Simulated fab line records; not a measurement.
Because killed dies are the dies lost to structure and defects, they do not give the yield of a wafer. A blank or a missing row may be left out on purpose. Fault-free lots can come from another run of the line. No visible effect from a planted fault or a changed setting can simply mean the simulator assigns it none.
fab line records	flow n5Finfet
record: lots: 8	wafers: 24	lastDay: 17
route steps=1938 shown MOL_CONTACT_COAG@574 BEOL_M4@1111 PASSIVATION@1936
lots untouched by any fault: they come from a run of this same line in which no faults occurred
startH: hours from the record's first day to the start of the lot's first wafer shown	waitH: time in hours since the lot's previous step	" as in the row above	L1.1+2: a single row standing in for several wafers	- no value present, or no start provided	* or withheld: withheld	< > ~ a bound
route shown NAME@n: NAME is a module with steps in the file, n the number in the route of the first one	usual: average and standard deviation across the fault-free wafers	same: alike in all rows	chamber/n: place in a boat	sites: per-site readings	_std_site: the standard deviation of these	_edge_site: the outer-site mean with the inner-site mean subtracted	radiusMm: how far each site lies from the wafer's centre	mask NAME#n: copy n	behind: the tool/chamber that last shaped the wafer	hold: why the lot went on hold/how many hours it stayed there/how the hold came to an end	device: the transistor (n, p or np) that didn't switch	end of line: at the end of the route, the tests of the same wafers	a step given without rows: its recipe and nothing more	killed: dies lost to structure and defects at the first sort, not the wafer's yield	map: a wafer's dies, marking killed ones x, the rest . and places with no die _
set.NAME: the setting that was run; set.NAME@STEP: the one run at that earlier step	model.NAME: the simulator's own value behind a step, which no gauge read
a sample of lots followed through the steps of the route, with each step as a table and each wafer as a row
services: the hour from which a tool's chamber was out of use, counted from the record's first day as startH (under 0 if before that day), plus the number of hours and why
== steps ==
step: N5_MOL_CONTACT_COAG_OVL_MEAS_85
recipe: pointsPerWafer: 522
usual: VG_OVL: -0.4/0.64
lot.wafer	tool	chamber	startH	waitH	VG_OVL[nm]
L104.2	overlay-02	0	113.98	0.0	-0.5
L104.4	"	0	"	"	-0.7
L104.5	"	0	"	"	-0.7
L108.2	overlay-01	0	138.87	0.0	-1.3
L108.5	"	0	"	"	-0.6
L108.6	"	0	"	"	0.0
L114.3	overlay-01	0	171.22	0.0	-0.4
L114.4	"	0	"	"	-0.5
L114.5	"	0	"	"	0.4
L116.2	overlay-01	0	179.84	0.0	0.2
L116.3	"	0	"	"	0.5
L116.5	"	0	"	"	0.7
L122.1	overlay-02	0	218.84	0.0	0.3
L122.2	"	0	"	"	0.6
L122.3	"	0	"	"	-0.2
L123.1	overlay-02	0	226.61	0.0	-0.6
L123.2	"	0	"	"	-1.3
L123.3	"	0	"	"	-0.1
L124.1	overlay-01	0	230.18	0.0	-0.4
L124.3	"	0	"	"	-0.5
L124.4	"	0	"	"	-0.3
L125.1	overlay-01	0	236.32	0.0	0.4
L125.3	"	0	"	"	0.7
L125.6	"	0	"	"	-0.7
step: N5_MOL_CONTACT_COAG_ETCH_90
recipe: chemistry: CF4	target: SiARC	targetDepthA: 130	maskMaterial: CAR-EUV	timeS: 21.7	ionEnergyEv: 80	pressureMtorr: 40	sourceW: 545	biasW: 36	Ar_flow_sccm: 100	cf4FlowSccm: 100	ends: cleared
usual: biasW: 35.98/0.11	cf4FlowSccm: 100.0/0.32	drypumpMotorCurrentA: 5.8/0.46	etchRfOnTimeS: 21.55/0.27	oesProductAu: 0.68/0.071	rfVppV: 184.4/1.3	showerheadPlenumPTorr: 2.17/0.074	throttleValvePct: 15.63/0.25
lot.wafer	tool	chamber	startH	waitH	biasW	cf4FlowSccm	drypumpMotorCurrentA	etchRfOnTimeS	oesProductAu	rfHoursCounterH	rfVppV	showerheadPlenumPTorr	throttleValvePct
L104.2	rieDiel-06	3	114.12	0.0	36.06	99.5	6.4	21.48	0.67	111	184.8	2.16	15.83
L104.4	"	0	"	"	35.92	99.5	5.7	21.46	0.85	-	184.3	2.10	15.31
L104.5	"	3	"	"	35.93	99.8	6.4	21.31	0.68	-	183.7	2.16	15.81
L108.2	rieDiel-06	0	139.01	0.0	35.99	99.8	5.7	21.32	0.81	10	182.6	2.10	15.33
L108.5	"	0	"	"	35.98	100.5	5.7	21.41	0.81	-	183.1	2.10	15.32
L108.6	"	1	"	"	36.04	99.8	5.0	21.85	0.81	-	182.6	2.10	15.35
L114.3	rieDiel-02	1	171.36	0.0	35.88	99.9	6.5	21.42	0.61	219	184.0	2.19	15.72
L114.4	"	1	"	"	36.26	100.3	6.5	21.68	0.60	-	182.9	2.20	15.70
L114.5	"	3	"	"	36.02	100.0	5.8	21.70	0.65	-	183.1	2.07	15.46
L116.2	rieDiel-02	3	179.99	0.0	35.95	99.8	5.8	21.50	0.64	138	181.8	2.06	15.46
L116.3	"	2	"	"	35.88	100.5	6.1	21.30	0.67	111	183.4	2.24	15.47
L116.5	"	2	"	"	36.05	100.6	6.1	21.22	0.67	-	185.2	2.24	15.48
L122.1	rieDiel-06	2	219.28	0.0	36.00	99.6	5.4	21.42	0.62	188	185.7	2.21	15.99
L122.2	"	1	"	"	36.03	100.5	5.0	21.83	0.75	29	183.2	2.10	15.38
L122.3	"	0	"	"	36.03	100.1	5.7	21.54	0.75	35	183.5	2.09	15.37
L123.1	rieDiel-01	0	226.76	0.0	35.80	100.2	5.6	22.13	0.61	199	181.8	2.05	15.89
L123.2	"	2	"	"	35.94	99.8	5.0	21.78	0.59	248	183.7	2.19	16.01
L123.3	"	1	"	"	36.12	100.1	5.6	21.62	0.70	72	186.4	2.25	15.43
L124.1	rieDiel-06	3	230.36	0.0	36.12	99.5	6.4	21.54	0.65	149	182.8	2.14	15.89
L124.3	"	1	"	"	35.65	100.2	5.0	21.86	0.75	33	182.4	2.10	15.40
L124.4	"	2	"	"	35.99	99.8	5.5	21.51	0.62	192	187.4	2.21	16.00
L125.1	rieDiel-01	1	236.46	0.0	35.87	99.6	5.6	22.02	0.69	77	184.8	2.25	15.43
L125.3	"	0	"	"	35.93	100.2	5.7	22.20	0.61	203	182.8	2.05	15.90
L125.6	"	1	"	"	35.81	99.8	5.6	21.77	0.70	-	185.1	2.25	15.42
step: N5_MOL_CONTACT_COAG_ALD_131
recipe: material: SiO2	targetThkA: 50	tempC: 100	aldPrecursorFamily: BDEAS	aldCoReactant: O2-plasma	pulseTimeS: 1	coReactantPulseTimeS: 1	purgeTimeS: 2	coReactantPurgeTimeS: 2	aldCycles: 35	pressureTorr: 2
usual: heaterPowerW: 74/7.9	precursorPulseHeightRel: 1.003/0.018
same: pulseTimeS: 1
lot.wafer	tool	chamber	startH	waitH	heaterPowerW	precursorPulseHeightRel
L104.2	aldSin-03	0	114.20	0.1	66	1.036
L104.4	"	1	"	"	59	0.986
L104.5	"	0	"	"	66	1.035
L108.2	aldSin-03	0	139.09	0.1	66	1.003
L108.5	"	2	"	"	71	0.997
L108.6	"	3	"	"	80	0.975
L114.3	aldSin-02	3	171.44	0.1	85	1.014
L114.4	"	1	"	"	78	1.010
L114.5	"	1	"	"	76	1.006
L116.2	aldSin-03	1	180.33	0.3	61	1.012
L116.3	"	0	"	"	65	0.979
L116.5	"	2	"	"	74	1.002
L122.1	aldSin-02	2	219.37	0.1	74	0.980
L122.2	"	1	"	"	70	0.991
L122.3	"	0	"	"	78	0.997
L123.1	aldSin-02	0	226.84	0.1	78	0.998
L123.2	"	3	"	"	87	0.996
L123.3	"	1	"	"	71	1.006
L124.1	aldSin-01	2	230.44	0.1	71	1.015
L124.3	"	3	"	"	84	1.035
L124.4	"	0	"	"	72	1.035
L125.1	aldSin-02	0	236.54	0.1	80	1.001
L125.3	"	2	"	"	77	1.014
L125.6	"	3	"	"	89	0.987
step: N5_MOL_CONTACT_COAG_VIA_ETCH_46
recipe: chemistry: C4F6/O2	targetDepthA: 460	overetchA: 92	maskMaterial: SOC	target: SiO2	biasW: 455	pressureMtorr: 10	timeS: 40	sourceW: 325	Ar_flow_sccm: 300	C4F6_flow_sccm: 10	O2_flow_sccm: 10	ionEnergyEv: 575.3	ends: endPoint
usual: C4F6_flow_sccm: 10.005/0.027	O2_flow_sccm: 10.00/0.032	drypumpMotorCurrentA: 5.8/0.46	oesProductAu: 0.70/0.063	rfVppV: 1583/13	showerheadPlenumPTorr: 2.87/0.1	throttleValvePct: 40.92/0.22
lot.wafer	tool	chamber	startH	waitH	C4F6_flow_sccm	O2_flow_sccm	drypumpMotorCurrentA	oesProductAu	rfHoursCounterH	rfVppV	showerheadPlenumPTorr	throttleValvePct
L104.2	rieDiel-01	2	114.54	0.0	10.006	10.04	5.0	0.65	214	1569	2.92	41.30
L104.4	"	0	"	"	10.023	9.97	5.6	0.69	151	1568	2.74	41.13
L104.5	"	3	"	"	9.993	10.01	6.2	0.70	-	1598	2.96	40.67
L108.2	rieDiel-01	1	139.43	0.0	9.983	10.08	5.6	0.78	36	1603	3.00	40.74
L108.5	"	1	"	"	9.941	10.07	5.6	0.78	-	1605	3.00	40.74
L108.6	"	2	"	"	9.978	9.97	5.1	0.64	-	1568	2.92	41.31
L114.3	rieDiel-06	0	171.77	0.0	10.030	10.05	5.8	0.82	21	1586	2.78	40.73
L114.4	"	1	"	"	10.003	9.98	5.0	0.82	15	1569	2.79	40.79
L114.5	"	1	"	"	9.989	10.01	5.0	0.82	-	1568	2.79	40.80
L116.2	rieDiel-02	1	180.67	0.0	10.006	9.97	6.5	0.62	223	1569	2.91	40.74
L116.3	"	3	"	"	10.001	10.03	5.9	0.67	138	1594	2.75	40.77
L116.5	"	2	"	"	9.973	10.01	6.1	0.70	-	1590	2.98	40.96
L122.1	rieDiel-01	3	219.70	0.0	-	-	-	-	-	-	-	-
L122.2	"	0	"	"	-	-	-	-	-	-	-	-
L122.3	"	2	"	"	-	-	-	-	-	-	-	-
L123.1	rieDiel-06	3	227.22	0.0	-	-	-	-	-	-	-	-
L123.2	"	0	"	"	-	-	-	-	-	-	-	-
L123.3	"	2	"	"	-	-	-	-	-	-	-	-
L124.1	rieDiel-01	0	230.78	0.0	-	-	-	-	-	-	-	-
L124.3	"	3	"	"	-	-	-	-	-	-	-	-
L124.4	"	2	"	"	-	-	-	-	-	-	-	-
L125.1	rieDiel-02	2	236.88	0.0	9.976	9.99	6.1	0.66	133	1590	2.97	40.94
L125.3	"	3	"	"	9.954	10.00	5.9	0.66	156	1594	2.74	40.79
L125.6	"	3	"	"	9.968	9.99	5.9	0.66	-	1595	2.74	40.81
step: N5_MOL_CONTACT_COAG_ETCH_47
recipe: chemistry: CH3F/O2	target: SiNx	targetDepthA: 270	maskMaterial: SiO2	stopOn: W	overEtchFrac: 0.2	ionEnergyEv: 120	endpoint: OES-CN	pressureMtorr: 30	sourceW: 395	biasW: 73	Ar_flow_sccm: 150	CH3F_flow_sccm: 30	O2_flow_sccm: 20	ends: endPoint
usual: CH3F_flow_sccm: 30.00/0.091	O2_flow_sccm: 19.99/0.063	drypumpMotorCurrentA: 5.8/0.46	etchRfOnTimeS: 31.2/0.38	oesProductAu: 0.70/0.065	rfVppV: 296.5/2.7	showerheadPlenumPTorr: 2.02/0.077	throttleValvePct: 16.34/0.22
lot.wafer	tool	chamber	startH	waitH	CH3F_flow_sccm	O2_flow_sccm	drypumpMotorCurrentA	etchRfOnTimeS	oesProductAu	rfHoursCounterH	rfVppV	showerheadPlenumPTorr	throttleValvePct
L104.2	rieDiel-01	2	114.64	0.0	29.89	19.89	5.0	31.8	0.63	214	293.6	2.06	16.70
L104.4	"	0	"	"	29.86	19.96	5.6	31.5	0.68	152	293.2	1.92	16.55
L104.5	"	3	"	"	30.13	19.95	6.2	30.9	0.71	-	299.2	2.09	16.26
L108.2	rieDiel-01	1	139.53	0.0	30.04	19.96	5.6	30.3	0.79	36	298.8	2.12	16.07
L108.5	"	1	"	"	30.06	19.91	5.6	30.6	0.79	-	300.6	2.12	16.07
L108.6	"	2	"	"	29.95	20.08	5.0	31.1	0.63	-	292.6	2.06	16.72
L114.3	rieDiel-06	0	171.88	0.0	29.87	19.98	5.7	30.8	0.82	21	297.1	1.96	16.09
L114.4	"	1	"	"	29.88	19.90	5.0	31.1	0.82	15	293.4	1.96	16.12
L114.5	"	1	"	"	30.07	19.95	5.0	31.1	0.81	-	293.9	1.96	16.11
L116.2	rieDiel-02	1	180.78	0.0	29.97	20.01	6.5	31.6	0.63	223	293.8	2.05	16.46
L116.3	"	3	"	"	30.21	19.96	5.9	31.2	0.67	139	298.4	1.93	16.24
L116.5	"	2	"	"	30.01	19.95	6.1	31.2	0.70	-	299.0	2.10	16.23
L122.1	rieDiel-01	3	219.81	0.0	30.09	20.05	6.2	50.8	0.28	146	299.4	2.08	16.30
L122.2	"	0	"	"	29.90	19.94	5.6	50.8	0.27	196	293.5	1.91	16.59
L122.3	"	2	"	"	29.96	19.99	5.0	50.8	0.25	246	293.0	2.05	16.73
L123.1	rieDiel-06	3	227.33	0.0	30.10	19.94	6.4	50.8	0.28	148	295.1	2.00	16.57
L123.2	"	0	"	"	29.84	20.02	5.7	50.8	0.33	38	296.8	1.95	16.08
L123.3	"	2	"	"	30.04	20.02	5.4	50.8	0.28	191	296.5	2.07	16.69
L124.1	rieDiel-01	0	230.88	0.0	29.88	19.90	5.6	50.8	0.27	200	292.6	1.91	16.59
L124.3	"	3	"	"	29.96	20.03	6.2	50.8	0.28	150	299.3	2.08	16.31
L124.4	"	2	"	"	29.95	20.00	5.0	50.8	0.26	249	293.1	2.05	16.73
L125.1	rieDiel-02	2	236.99	0.0	29.87	19.99	6.1	31.0	0.68	133	298.7	2.10	16.27
L125.3	"	3	"	"	30.04	19.98	5.8	30.7	0.66	156	298.0	1.92	16.27
L125.6	"	3	"	"	30.04	19.97	5.9	30.9	0.66	-	298.5	1.92	16.26
step: N5_MOL_CONTACT_COAG_CD_MEAS_137
recipe: targetCdNm: 16
usual: cdNm: 15.86/0.3
lot.wafer	tool	chamber	startH	waitH	cdNm
L104.2	cdSem-03	-	114.88	0.0	16.14
L104.4	"	-	"	"	15.91
L104.5	"	-	"	"	15.64
L108.2	cdSem-03	-	139.76	0.0	16.20
L108.5	"	-	"	"	15.91
L108.6	"	-	"	"	15.71
L114.3	cdSem-03	-	172.11	0.0	16.12
L114.4	"	-	"	"	15.93
L114.5	"	-	"	"	16.28
L116.2	cdSem-03	-	181.01	0.0	15.55
L116.3	"	-	"	"	15.45
L116.5	"	-	"	"	16.04
L122.1	cdSem-03	-	220.04	0.0	-
L122.2	"	-	"	"	-
L122.3	"	-	"	"	-
L123.1	cdSem-02	-	227.55	0.0	-
L123.2	"	-	"	"	-
L123.3	"	-	"	"	-
L124.1	cdSem-03	-	231.12	0.0	-
L124.3	"	-	"	"	-
L124.4	"	-	"	"	-
L125.1	cdSem-02	-	237.21	0.0	16.07
L125.3	"	-	"	"	15.97
L125.6	"	-	"	"	15.69
step: N5_BEOL_M4_RC_MEAS_101
usual: DIBL_N: 36.5/1.4	DIBL_P: 36.6/1.6	IOFF_N: 0.160/0.024	IOFF_P: 0.217/0.029	ION_N: 674/8.7	ION_P: 464/6.5	SS_N: 71.6/0.47	SS_P: 73.4/0.57	VT_N: 250.0/2.5	VT_P: -250/3.1
lot.wafer	tool	chamber	startH	waitH	DIBL_N[mV/V]	DIBL_P[mV/V]	IOFF_N[nA/um]	IOFF_P[nA/um]	ION_N[uA/um]	ION_P[uA/um]	SS_N[mV/dec]	SS_P[mV/dec]	VT_N[mV]	VT_P[mV]
L104.2	prober-01	0	185.60	0.2	36.9	37.8	0.177	0.222	669	460	71.7	73.2	248.6	-249
L104.4	"	0	"	"	34.8	34.3	0.138	0.175	678	463	70.9	73.1	253.1	-252
L104.5	"	0	"	"	37.4	37.7	0.188	0.220	690	466	71.8	74.0	247.8	-250
L108.2	prober-01	0	212.97	0.2	36.2	36.6	0.161	0.244	670	472	71.7	74.0	248.0	-245
L108.5	"	0	"	"	35.4	34.5	0.140	0.202	670	462	71.5	72.5	250.6	-246
L108.6	"	0	"	"	36.4	37.0	0.168	0.238	679	470	71.6	73.5	248.6	-246
L114.3	prober-01	0	244.15	0.3	35.7	35.4	0.134	0.212	666	469	70.7	72.5	251.2	-249
L114.4	"	0	"	"	37.9	37.3	0.174	0.239	681	465	72.1	73.1	249.5	-246
L114.5	"	0	"	"	36.0	35.4	0.140	0.210	675	468	71.0	72.9	249.9	-249
L116.2	prober-02	0	260.42	0.2	36.8	37.4	0.157	0.227	668	458	72.0	74.0	251.6	-247
L116.3	"	0	"	"	36.1	36.8	0.154	0.219	678	468	71.6	73.4	250.2	-249
L116.5	"	0	"	"	36.4	36.4	0.155	0.219	678	469	70.4	73.7	251.5	-249
L125.1	prober-02	0	304.14	0.0	37.0	36.3	0.169	0.218	677	459	72.2	72.9	249.2	-251
L125.3	"	0	"	"	36.4	36.3	0.166	0.213	682	464	71.4	74.0	247.6	-252
L125.6	"	0	"	"	36.7	36.4	0.173	0.222	680	464	72.0	73.8	247.2	-249
step: N5_PASSIVATION_PROBE_49
usual: defectLimitedYield: 91.2/1.4	killed_at_M0_to_M3: 34/9.4	killed_at_M4_up: 13/5.8	killedAtContacts: 13/6.4	killedAtFrontEnd: 41/11	killedAtOther: 3.1/2.3	killedDies: 103/16	killedOnRim: 13/3.4	killedOpen: 69/12	killedShort: 33/7.8	sort_bin_5_function: 5.1/0.91	sort_bin_6_memory: 3.3/0.63	sortNPass: 1077/16	sortYieldPct: 91.2/1.4
same: grossDies: 1180	killedAtBackSide: 0	sort_bin_4_leakage[%]: 0	sort_bin_8_speed[%]: 0
lot.wafer	tool	chamber	startH	waitH	defectLimitedYield[%]	killed_at_M0_to_M3	killed_at_M4_up	killedAtContacts	killedAtFrontEnd	killedAtOther	killedDies	killedOnRim	killedOpen	killedShort	sort_bin_5_function[%]	sort_bin_6_memory[%]	sortNPass	sortYieldPct[%]
L123.1	prober-01	-	380.03	0.0	0	25	18	1080	53	4	1180	152	76	35	96.1	3.3	0	0
L123.2	prober-01	-	380.08	0.1	0	25	20	1082	50	3	1180	152	69	36	96.6	3.1	0	0
L123.3	prober-01	-	380.13	0.1	0	44	7	1054	69	6	1180	152	88	48	95.0	4.5	0	0
L122.1	prober-02	-	386.68	0.0	0	48	7	1081	43	1	1180	152	70	42	96.3	3.3	0	0
L122.2	prober-02	-	386.73	0.1	0	32	16	1093	37	2	1180	152	71	25	96.6	3.2	0	0
L122.3	prober-02	-	386.78	0.1	0	29	17	1093	41	0	1180	152	71	37	95.3	4.2	0	0
L124.1	prober-01	-	400.81	0.0	0	31	12	1098	39	0	1180	152	68	32	96.0	3.6	0	0
L124.3	prober-01	-	400.91	0.1	0	12	18	1097	46	7	1180	152	70	25	96.4	3.2	0	0
L124.4	prober-01	-	400.96	0.2	0	19	10	1112	38	1	1180	152	57	22	97.3	2.6	0	0
killed by level:class
L123.1 MOL_CONTACT_COAG:areaEtch=1068 STI_FIN_REVEAL:geometricParticle:open=14 FIN_SAQP:geometricParticle:short=11 MOL_CONTACT_COAG:geometricParticle:open=11 FIN_SAQP:geometricParticle:open=10 BEOL_M4:geometricParticle:open=8 BEOL_M0_SAQP:geometricParticle:open=6 BEOL_M3:geometricParticle:open=6
L123.2 MOL_CONTACT_COAG:areaEtch=1075 FIN_SAQP:geometricParticle:open=13 FIN_SAQP:geometricParticle:short=12 BEOL_M0_SAQP:geometricParticle:open=8 STI_FIN_REVEAL:geometricParticle:open=7 GATE_CUT:geometricParticle:short=6 MOL_CONTACT_COAG:geometricParticle:open=6 BEOL_M0_SAQP:geometricParticle:short=6
L123.3 MOL_CONTACT_COAG:areaEtch=1042 STI_FIN_REVEAL:geometricParticle:open=15 FIN_SAQP:geometricParticle:short=14 FIN_SAQP:geometricParticle:open=14 BEOL_M0_SAQP:geometricParticle:short=10 MOL_CONTACT_COAG:geometricParticle:open=9 BEOL_M0_SAQP:geometricParticle:open=9 BEOL_M2:geometricParticle:open=9
L122.1 MOL_CONTACT_COAG:areaEtch=1066 FIN_SAQP:geometricParticle:open=11 MOL_CONTACT_COAG:geometricParticle:open=11 BEOL_M3:geometricParticle:open=11 BEOL_M0_SAQP:geometricParticle:short=9 STI_FIN_REVEAL:geometricParticle:open=7 BEOL_M0_SAQP:geometricParticle:open=7 FIN_SAQP:geometricParticle:short=6
L122.2 MOL_CONTACT_COAG:areaEtch=1081 BEOL_M3:geometricParticle:open=15 MOL_CONTACT_COAG:geometricParticle:open=11 FIN_SAQP:geometricParticle:open=8 GATE_CUT:geometricParticle:open=8 STI_FIN_REVEAL:geometricParticle:open=7 BEOL_M7:geometricParticle:open=4 BEOL_M3:geometricParticle:short=4
L122.3 MOL_CONTACT_COAG:areaEtch=1070 MOL_CONTACT_COAG:geometricParticle:open=14 STI_FIN_REVEAL:geometricParticle:open=12 MOL_CONTACT_COAG:geometricParticle:short=9 BEOL_M1:geometricParticle:open=8 FIN_SAQP:geometricParticle:short=7 BEOL_M0_SAQP:geometricParticle:open=5 BEOL_M7:geometricParticle:open=5
L124.1 MOL_CONTACT_COAG:areaEtch=1079 MOL_CONTACT_COAG:geometricParticle:open=14 FIN_SAQP:geometricParticle:open=11 BEOL_M4:geometricParticle:open=10 FIN_SAQP:geometricParticle:short=9 STI_FIN_REVEAL:geometricParticle:open=8 BEOL_M2:geometricParticle:open=8 BEOL_M0_SAQP:geometricParticle:open=6
L124.3 MOL_CONTACT_COAG:areaEtch=1085 FIN_SAQP:geometricParticle:open=21 BEOL_M4:geometricParticle:open=11 MOL_CONTACT_COAG:geometricParticle:open=9 GATE_CUT:geometricParticle:short=6 BEOL_M0_SAQP:geometricParticle:open=6 STI_FIN_REVEAL:geometricParticle:open=5 FIN_SAQP:geometricParticle:short=4
L124.4 MOL_CONTACT_COAG:areaEtch=1100 MOL_CONTACT_COAG:geometricParticle:open=10 FIN_SAQP:geometricParticle:open=9 STI_FIN_REVEAL:geometricParticle:open=7 BEOL_M4:geometricParticle:open=7 FIN_SAQP:geometricParticle:short=6 BEOL_M1:geometricParticle:open=5 STARTING-WAFER:geometricParticle:short=5
== services ==
tool	chamber	startH	hours	kind
aldSin-01	-	99.31	2.8	pm
rieDiel-06	1	112.08	-	clean
rieDiel-06	1	112.08	-	consumableReplace:focusRing
rieDiel-06	1	112.08	16.5	scheduledDown
rieDiel-06	1	112.08	16.5	ventCycle
rieDiel-06	-	152.14	4.3	pm
aldSin-03	-	153.63	2.8	pm
rieDiel-02	-	161.27	0.4	repair
rieDiel-02	0	168.03	-	clean
rieDiel-02	0	168.03	-	consumableReplace:focusRing
rieDiel-02	0	168.03	-	consumableReplace:showerhead
rieDiel-02	0	168.03	16.3	scheduledDown
rieDiel-02	0	168.03	16.3	ventCycle
aldSin-02	-	178.08	14.0	pm
aldSin-02	0	178.08	14.0	ventCycle
aldSin-02	1	178.08	14.0	ventCycle
rieDiel-01	2	185.30	17.7	repair
rieDiel-02	1	195.81	5.5	repair
aldSin-01	1	197.73	12.1	repair
rieDiel-02	3	198.03	6.0	repair
rieDiel-01	2	231.57	-	clean
rieDiel-01	2	231.57	-	consumableReplace:focusRing
rieDiel-01	2	231.57	32.8	scheduledDown
rieDiel-01	2	231.57	32.8	ventCycle
== key ==
firstSign: step: N5_MOL_CONTACT_COAG_VIA_ETCH_46	reading: toolRecord	direction: missing
effect: step: N5_MOL_CONTACT_COAG_ETCH_47	reading: etchRfOnTimeS	direction: up	sigmas: 51	usual: *	struck: *
effect: step: N5_MOL_CONTACT_COAG_CD_MEAS_137	reading: cdNm	direction: missing
effect: step: N5_PASSIVATION_PROBE_49	reading: killedAtContacts	direction: up	sigmas: 99+	usual: 13	struck: 1088
moreKillsBornAt: N5_MOL_CONTACT_COAG_VIA_ETCH_46@rieDiel-01: 6481	N5_MOL_CONTACT_COAG_VIA_ETCH_46@rieDiel-06: 3185
metAt N5_MOL_CONTACT_COAG_VIA_ETCH_46
struckLots L122,L123,L124
laterRowsLeftOut L122.1,L122.2,L122.3,L123.1,L123.2,L123.3,L124.1,L124.3,L124.4
notActingAt N5_MOL_CONTACT_COAG_OVL_MEAS_85,N5_MOL_CONTACT_COAG_ETCH_90,N5_MOL_CONTACT_COAG_ALD_131
onsetBetween 171.77 219.70
fault: kind: skippedStepWhole	tool: rieDiel-01,rieDiel-06	chamber: -	onsetH: 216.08	steps: N5_MOL_CONTACT_COAG_VIA_ETCH_46	scope: struckLotsOnly
laterRowsLeftOut: the simulator's readings of these wafers behind a module that went badly wrong aren't trusted and aren't shown, but for the sort
